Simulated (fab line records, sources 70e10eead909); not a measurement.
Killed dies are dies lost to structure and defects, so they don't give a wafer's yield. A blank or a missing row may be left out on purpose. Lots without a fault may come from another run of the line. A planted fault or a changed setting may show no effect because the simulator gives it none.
Which tool did it? | flow nand_harc | 15 lots, 45 wafers sampled, at 5 steps of a route of 1302

WHAT THE GAUGES READ, wafer by wafer
NHARC_A_CHANNEL_HOLE_D2_CD_MEAS_31.
lot  | measured     | on        | cd_nm (nm)
L353 | day 13 17:44 | cd_sem-03 | 88.7 89.5 88.1
L352 | day 13 18:07 | cd_sem-03 | 91.3 89.1 89.8
L354 | day 14 02:26 | cd_sem-02 | 90.7 88.5 88.7
L355 | day 14 12:23 | cd_sem-03 | 91.2 91.0 90.2
L356 | day 15 08:47 | cd_sem-01 | 89.3 88.1 89.1
L362 | day 18 10:10 | cd_sem-01 | -0.3 0.6 0.5
L364 | day 18 10:38 | cd_sem-03 | 2.5 0.0 1.0
L363 | day 18 14:22 | cd_sem-03 | 0.4 1.8 1.1
L369 | day 20 03:59 | cd_sem-02 | 90.3 90.9 87.8
L368 | day 20 08:05 | cd_sem-03 | 88.4 90.9 88.7
L371 | day 21 02:40 | cd_sem-03 | 88.8 89.8 89.8
L370 | day 21 05:37 | cd_sem-01 | 88.1 88.3 89.9
L372 | day 21 19:36 | cd_sem-03 | 89.4 89.1 87.1
L375 | day 23 00:41 | cd_sem-03 | 92.0 90.6 89.5
L374 | day 23 04:41 | cd_sem-02 | 92.4 90.9 90.3

WHICH TOOL RAN EACH LOT (tool, then ch and the chambers of the sampled wafers, then the start)
lot  | NHARC_A_CHANNEL_HOLE_D2_ETCH_39               | NHARC_A_CHANNEL_HOLE_D2_ETCH_22  | NHARC_A_CHANNEL_HOLE_D2_ETCH_23  | NHARC_A_CHANNEL_HOLE_D2_ETCH_24
L353 | rie_diel-06 ch 2,3, day 13 13:20 or earlier   | har_etch-02 ch 0,1, day 13 13:20 | har_etch-02 ch 0,1, day 13 13:58 | har_etch-02 ch 0,1, day 13 14:41
L352 | rie_diel-11 ch 1,2,3, day 13 13:19 or earlier | har_etch-01 ch 0,1, day 13 13:19 | har_etch-01 ch 0,1, day 13 13:53 | har_etch-01 ch 0,1, day 13 14:35
L354 | rie_diel-09 ch 0,1, day 13 21:57 or earlier   | har_etch-02 ch 0,1, day 13 21:57 | har_etch-02 ch 0,1, day 13 22:34 | har_etch-02 ch 0,1, day 13 23:19
L355 | rie_diel-11 ch 2,3, day 14 07:44 or earlier   | har_etch-02 ch 0,1, day 14 07:44 | har_etch-02 ch 0,1, day 14 08:18 | har_etch-02 ch 0,1, day 14 08:59
L356 | rie_diel-09 ch 0,1,3, day 15 04:20 or earlier | har_etch-02 ch 0,1, day 15 04:20 | har_etch-02 ch 0,1, day 15 04:56 | har_etch-02 ch 0,1, day 15 05:40
L362 | rie_diel-11 ch 1,2,3, day 18 05:36 or earlier | har_etch-02 ch 0, day 18 05:36   | har_etch-02 ch 0, day 18 06:11   | har_etch-02 ch 0, day 18 06:53
L364 | rie_diel-09 ch 0,3, day 18 06:01 or earlier   | har_etch-01 ch 0,1, day 18 06:01 | har_etch-01 ch 0,1, day 18 06:35 | har_etch-01 ch 0,1, day 18 07:16
L363 | rie_diel-06 ch 0,1,3, day 18 09:53 or earlier | har_etch-02 ch 0,1, day 18 09:53 | har_etch-02 ch 0,1, day 18 10:29 | har_etch-02 ch 0,1, day 18 11:13
L369 | rie_diel-09 ch 0,1, day 19 23:17 or earlier   | har_etch-01 ch 0,1, day 19 23:17 | har_etch-01 ch 0,1, day 19 23:52 | har_etch-01 ch 0,1, day 20 00:34
L368 | rie_diel-11 ch 0,3, day 20 03:38 or earlier   | har_etch-01 ch 0,1, day 20 03:38 | har_etch-01 ch 0,1, day 20 04:15 | har_etch-01 ch 0,1, day 20 04:58
L371 | rie_diel-11 ch 0,2,3, day 20 22:05 or earlier | har_etch-02 ch 0,1, day 20 22:05 | har_etch-02 ch 0,1, day 20 22:43 | har_etch-02 ch 0,1, day 20 23:26
L370 | rie_diel-09 ch 0,1,2, day 21 00:59 or earlier | har_etch-01 ch 0,1, day 21 00:59 | har_etch-01 ch 0,1, day 21 01:34 | har_etch-01 ch 0,1, day 21 02:16
L372 | rie_diel-09 ch 0,2,3, day 21 15:07 or earlier | har_etch-02 ch 0,1, day 21 15:07 | har_etch-02 ch 0,1, day 21 15:44 | har_etch-02 ch 0,1, day 21 16:27
L375 | rie_diel-09 ch 0,3, day 22 20:12 or earlier   | har_etch-02 ch 0,1, day 22 20:12 | har_etch-02 ch 0,1, day 22 20:49 | har_etch-02 ch 0,1, day 22 21:32
L374 | rie_diel-06 ch 1,3, day 23 00:01 or earlier   | har_etch-01 ch 0,1, day 23 00:01 | har_etch-01 ch 0,1, day 23 00:36 | har_etch-01 ch 0,1, day 23 01:18
- NHARC_A_CHANNEL_HOLE_D2_ETCH_39: etches the open film in N2/H2, target depth 260 nm, time 325 s.
- NHARC_A_CHANNEL_HOLE_D2_ETCH_22: etches the open film in C4F8/O2/Ar, time 666.7 s, target depth 1600 nm.
- NHARC_A_CHANNEL_HOLE_D2_ETCH_23: etches the open film in C4F8/O2/Ar, time 819 s, target depth 1600 nm.
- NHARC_A_CHANNEL_HOLE_D2_ETCH_24: etches the open film in C4F8/O2/Ar, time 906.2 s, target depth 1500 nm.

WHAT THE TOOLS THEMSELVES READ (means of the sampled wafers that have a number; where no wafer has one, the mark that the record gives instead)
NHARC_A_CHANNEL_HOLE_D2_ETCH_39.
lot  | tool        | bias_w (W) | chamber_pressure_mTorr (mTorr) | drypump_motor_current_A (A) | oes_product_au (a.u.) | rf_vpp_V (V) | showerhead_plenum_p_Torr (Torr) | throttle_valve_pct (%)
L353 | rie_diel-06 | 149.7      | 29.973                         | 5.3                         | 0.984                 | 431.6        | 2.05                            | 14.173
L352 | rie_diel-11 | 150.3      | 30.025                         | 5.3                         | 0.994                 | 430.1        | 2.02                            | 14.181
L354 | rie_diel-09 | 150.1      | 29.987                         | 6.2                         | 1.001                 | 430.0        | 2.03                            | 14.168
L355 | rie_diel-11 | 150.1      | 30.018                         | 5.5                         | 0.998                 | 427.6        | 1.95                            | 14.173
L356 | rie_diel-09 | 149.8      | 30.004                         | 6.0                         | 1.016                 | 430.3        | 2.02                            | 14.166
L362 | rie_diel-11 | 149.8      | 29.971                         | 5.3                         | 1.002                 | 429.7        | 2.01                            | 14.175
L364 | rie_diel-09 | 149.9      | 29.978                         | 5.8                         | 1.013                 | 429.6        | 2.01                            | 14.172
L363 | rie_diel-06 | 149.6      | 30.036                         | 5.3                         | 1.001                 | 431.5        | 2.10                            | 14.166
L369 | rie_diel-09 | 149.4      | 29.993                         | 6.2                         | 1.007                 | 430.2        | 2.03                            | 14.168
L368 | rie_diel-11 | 150.3      | 29.992                         | 5.7                         | 1.006                 | 428.7        | 2.00                            | 14.177
L371 | rie_diel-11 | 149.9      | 29.992                         | 5.6                         | 0.988                 | 429.4        | 2.02                            | 14.170
L370 | rie_diel-09 | 149.8      | 29.984                         | 6.3                         | 0.996                 | 430.5        | 2.03                            | 14.174
L372 | rie_diel-09 | 149.7      | 30.014                         | 6.1                         | 1.000                 | 430.2        | 2.02                            | 14.168
L375 | rie_diel-09 | 150.1      | 30.001                         | 6.1                         | 1.001                 | 428.2        | 1.99                            | 14.170
L374 | rie_diel-06 | 149.8      | 30.000                         | 4.8                         | 0.993                 | 431.7        | 2.09                            | 14.171

NHARC_A_CHANNEL_HOLE_D2_ETCH_22.
lot  | tool        | c4f8_flow_sccm (sccm) | chamber_pressure_mTorr (mTorr) | drypump_motor_current_A (A) | showerhead_plenum_p_Torr (Torr) | throttle_valve_pct (%)
L353 | har_etch-02 | 89.36                 | 20.005                         | 6.0                         | 3.73                            | 32.163
L352 | har_etch-01 | 89.26                 | 19.996                         | 5.5                         | 3.67                            | 32.159
L354 | har_etch-02 | 89.22                 | 20.026                         | 5.8                         | 3.72                            | 32.155
L355 | har_etch-02 | 89.12                 | 19.984                         | 6.0                         | 3.72                            | 32.154
L356 | har_etch-02 | 89.02                 | 19.998                         | 6.0                         | 3.71                            | 32.159
L362 | har_etch-02 | 89.72                 | 20.002                         | 6.3                         | 3.70                            | 32.148
L364 | har_etch-01 | 89.40                 | 20.013                         | 5.3                         | 3.61                            | 32.148
L363 | har_etch-02 | 88.96                 | 20.012                         | 5.7                         | 3.70                            | 32.158
L369 | har_etch-01 | 89.54                 | 20.012                         | 5.3                         | 3.60                            | 32.148
L368 | har_etch-01 | 89.27                 | 19.992                         | 5.5                         | 3.62                            | 32.159
L371 | har_etch-02 | 89.30                 | 20.001                         | 5.7                         | 3.67                            | 32.158
L370 | har_etch-01 | 89.27                 | 20.017                         | 5.3                         | 3.59                            | 32.146
L372 | har_etch-02 | 89.53                 | 20.013                         | 6.0                         | 3.67                            | 32.154
L375 | har_etch-02 | 89.57                 | 19.995                         | 6.0                         | 3.66                            | 32.158
L374 | har_etch-01 | 88.91                 | 19.991                         | 5.3                         | 3.58                            | 32.153

NHARC_A_CHANNEL_HOLE_D2_ETCH_23.
lot  | tool        | c4f8_flow_sccm (sccm) | chamber_pressure_mTorr (mTorr) | drypump_motor_current_A (A) | showerhead_plenum_p_Torr (Torr) | throttle_valve_pct (%)
L353 | har_etch-02 | 89.37                 | 20.002                         | 6.1                         | 3.73                            | 32.145
L352 | har_etch-01 | 89.16                 | 20.009                         | 5.5                         | 3.67                            | 32.155
L354 | har_etch-02 | 89.25                 | 20.011                         | 5.7                         | 3.72                            | 32.157
L355 | har_etch-02 | 89.51                 | 20.002                         | 6.0                         | 3.72                            | 32.163
L356 | har_etch-02 | 89.24                 | 20.005                         | 6.0                         | 3.71                            | 32.154
L362 | har_etch-02 | 89.32                 | 20.016                         | 6.3                         | 3.70                            | 32.158
L364 | har_etch-01 | 89.13                 | 19.995                         | 5.3                         | 3.61                            | 32.154
L363 | har_etch-02 | 89.09                 | 19.972                         | 5.7                         | 3.70                            | 32.155
L369 | har_etch-01 | 89.24                 | 20.003                         | 5.3                         | 3.60                            | 32.154
L368 | har_etch-01 | 89.24                 | 19.991                         | 5.5                         | 3.62                            | 32.150
L371 | har_etch-02 | 89.07                 | 19.986                         | 5.7                         | 3.67                            | 32.148
L370 | har_etch-01 | 89.37                 | 19.996                         | 5.3                         | 3.59                            | 32.156
L372 | har_etch-02 | 89.12                 | 19.996                         | 6.0                         | 3.67                            | 32.155
L375 | har_etch-02 | 89.41                 | 19.996                         | 6.0                         | 3.66                            | 32.154
L374 | har_etch-01 | 89.47                 | 19.998                         | 5.3                         | 3.58                            | 32.157

NHARC_A_CHANNEL_HOLE_D2_ETCH_24.
lot  | tool        | c4f8_flow_sccm (sccm) | chamber_pressure_mTorr (mTorr) | drypump_motor_current_A (A) | showerhead_plenum_p_Torr (Torr) | throttle_valve_pct (%)
L353 | har_etch-02 | 94.17                 | 20.006                         | 6.0                         | 3.72                            | 32.228
L352 | har_etch-01 | 93.44                 | 20.011                         | 5.5                         | 3.66                            | 32.228
L354 | har_etch-02 | 94.03                 | 19.985                         | 5.8                         | 3.72                            | 32.234
L355 | har_etch-02 | 94.04                 | 20.008                         | 6.0                         | 3.72                            | 32.235
L356 | har_etch-02 | 94.11                 | 20.006                         | 6.0                         | 3.71                            | 32.234
L362 | har_etch-02 | -                     | -                              | -                           | -                               | -
L364 | har_etch-01 | -                     | -                              | -                           | -                               | -
L363 | har_etch-02 | -                     | -                              | -                           | -                               | -
L369 | har_etch-01 | 93.64                 | 20.011                         | 5.3                         | 3.59                            | 32.249
L368 | har_etch-01 | 93.62                 | 20.004                         | 5.5                         | 3.61                            | 32.245
L371 | har_etch-02 | 93.88                 | 20.006                         | 5.7                         | 3.67                            | 32.238
L370 | har_etch-01 | 93.93                 | 19.990                         | 5.3                         | 3.58                            | 32.225
L372 | har_etch-02 | 94.05                 | 19.996                         | 6.0                         | 3.66                            | 32.233
L375 | har_etch-02 | 93.75                 | 20.004                         | 6.0                         | 3.66                            | 32.244
L374 | har_etch-01 | 93.96                 | 19.992                         | 5.3                         | 3.57                            | 32.227

THE ANSWER, worked out from the rows above alone
Rule: what is usual is taken from the lots themselves. Put in order of their means at a reading, lots are off if they are a third of the lots or fewer, leave a main group of 4 or more, and stand apart from it by a gap of 3 or more times the standard deviation of the main group's means; of several such gaps the widest counts. A main group whose means are all the same, to the digits that the tables above print for the reading, isn't used. A lot without any number at a reading at which 4 lots or more have one is off too. The other lots that the step has rows for count as sound. The gauges are gone through in route order, then the tools' own readings, and for those a lot's mean is taken as printed above. The first step at which some lot is off is used, and at that step the reading that is off furthest; a lot without a number counts as furthest.
Off: L362, L364, L363, at NHARC_A_CHANNEL_HOLE_D2_CD_MEAS_31 (cd_nm). The main group: mean 89.6 nm, standard deviation 0.85.
A tool fits if, at a process step before that reading, it ran every lot that is off, and no sound lot after the first of them. The gauges at NHARC_A_CHANNEL_HOLE_D2_CD_MEAS_31 aren't tried: what is off there is off at NHARC_A_CHANNEL_HOLE_D2_ETCH_24 too, on other tools, and a gauge's error can't cause that. NHARC_A_CHANNEL_HOLE_D2_ETCH_39 gives no start for some lots, so the hours and the order of its lots are those of NHARC_A_CHANNEL_HOLE_D2_ETCH_22. None of those tried fits.

WHAT THE SIMULATOR HAD PUT IN
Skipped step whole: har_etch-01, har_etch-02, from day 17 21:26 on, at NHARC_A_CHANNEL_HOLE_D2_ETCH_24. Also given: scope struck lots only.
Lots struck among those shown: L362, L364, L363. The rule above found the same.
